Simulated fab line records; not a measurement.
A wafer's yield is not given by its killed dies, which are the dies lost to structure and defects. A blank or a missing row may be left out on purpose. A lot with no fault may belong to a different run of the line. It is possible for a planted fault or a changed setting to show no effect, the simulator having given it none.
Split-lot study + flow n5_finfet + 7 lots, 21 wafers read, on a route of 1938 steps

SPLIT DETAILS
At N5_BEOL_M10_EXPOSE_08 (exposes mask M10), the setting dose_mj was moved away from the recipe's 53.75 on 9 of the 21 wafers read, by -7.2% to +6.6%. The other wafers ran this setting at the recipe's value.

FROM THE SPLIT TO THE READING: what the file shows between them, 2 steps
- N5_BEOL_M10_PEB_09: peb time 60 s
- N5_BEOL_M10_DEVELOP_10: develop time 30 s

THE READING
Shown in nm: cd_nm at N5_BEOL_M10_CD_MEAS_11, with target cd 64.1 nm. Fault-free wafers of this fab line usually give 64.0 nm, standard deviation 0.44 nm.

| wafer  | tool, chamber at the split | dose_mj as run | against the recipe | cd_nm, nm | against lot-mates on the recipe |
|--------|----------------------------|----------------|--------------------|-----------|---------------------------------|
| L078.3 | arfi_scanner-01, 0         | 53.75          | recipe             | 63.9      | -                               |
| L078.5 | arfi_scanner-01, 0         | 49.88          | -7.2%              | 60.2      | -4.0                            |
| L078.6 | arfi_scanner-01, 0         | 53.75          | recipe             | 64.4      | -                               |
| L083.2 | arfi_scanner-02, 0         | 53.75          | recipe             | 64.4      | -                               |
| L083.5 | arfi_scanner-02, 0         | 53.75          | recipe             | 63.3      | -                               |
| L083.6 | arfi_scanner-02, 0         | 53.75          | recipe             | 63.5      | -                               |
| L081.1 | arfi_scanner-01, 0         | 53.75          | recipe             | 64.2      | -                               |
| L081.2 | arfi_scanner-01, 0         | 57.3           | +6.6%              | 68.4      | +4.2                            |
| L081.4 | arfi_scanner-01, 0         | 57.3           | +6.6%              | 68.6      | +4.4                            |
| L082.1 | arfi_scanner-01, 0         | 55.13          | +2.6%              | 66.0      | +1.6                            |
| L082.3 | arfi_scanner-01, 0         | 55.13          | +2.6%              | 65.5      | +1.1                            |
| L082.6 | arfi_scanner-01, 0         | 53.75          | recipe             | 64.4      | -                               |
| L084.1 | arfi_scanner-01, 0         | 51.52          | -4.1%              | 61.3      | -2.8                            |
| L084.3 | arfi_scanner-01, 0         | 51.52          | -4.1%              | 61.6      | -2.5                            |
| L084.5 | arfi_scanner-01, 0         | 53.75          | recipe             | 64.1      | -                               |
| L096.2 | arfi_scanner-03, 0         | 53.75          | recipe             | 63.9      | -                               |
| L096.3 | arfi_scanner-03, 0         | 53.75          | recipe             | 63.6      | -                               |
| L096.6 | arfi_scanner-03, 0         | 53.75          | recipe             | 64.1      | -                               |
| L097.2 | arfi_scanner-03, 0         | 53.75          | recipe             | 64.2      | -                               |
| L097.3 | arfi_scanner-03, 0         | 55.14          | +2.6%              | 65.0      | +0.8                            |
| L097.4 | arfi_scanner-03, 0         | 55.14          | +2.6%              | 65.0      | +0.8                            |

FIT RESULTS
A straight line over all 21 wafers: cd_nm changes by +0.609 nm for each +1% of dose_mj; r = +0.98; the points scatter about the line by 0.41 nm.
The same after taking each lot's own level away (the mean of its wafers on the recipe; 21 wafers): +0.593 nm for each +1%; r = +0.98; scatter 0.38 nm.
That fit puts the effect of the largest move of dose_mj on the reading at 4.3 nm.
Across the lots, their own levels run from 63.73 to 64.40 nm, a range of 1.5 times the standard deviation given above.
Consequently the slope shifts little with the lot-to-lot level, the two slopes agreeing.
Check: with one of the wafers moved furthest among these (-7.2%) left out of the fit, the line predicts -4.52 nm for it against its lot-mates. Against them it came out at -3.95 nm.

THE OTHER SPLITS THESE WAFERS WENT THROUGH
Before the reading, these wafers also passed through other splits. Each is held against what the fit with the lots' levels taken away leaves over:
| other split on the same wafers     | wafers away from the commonest value | r with cd_nm (lot level and that fit taken away) |
|------------------------------------|--------------------------------------|--------------------------------------------------|
| N5_BEOL_M7_TRENCH_ETCH_37 source_w | 8                                    | -0.05                                            |
| N5_BEOL_M9_PECVD_70 time_s         | 7                                    | -0.27                                            |
| N5_BEOL_M9_HM_DEP_02 target_thk_a  | 3                                    | -0.22                                            |

FILE'S OWN FIT
cd_nm changes by +0.582 nm for each +1% of dose_mj, r = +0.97.
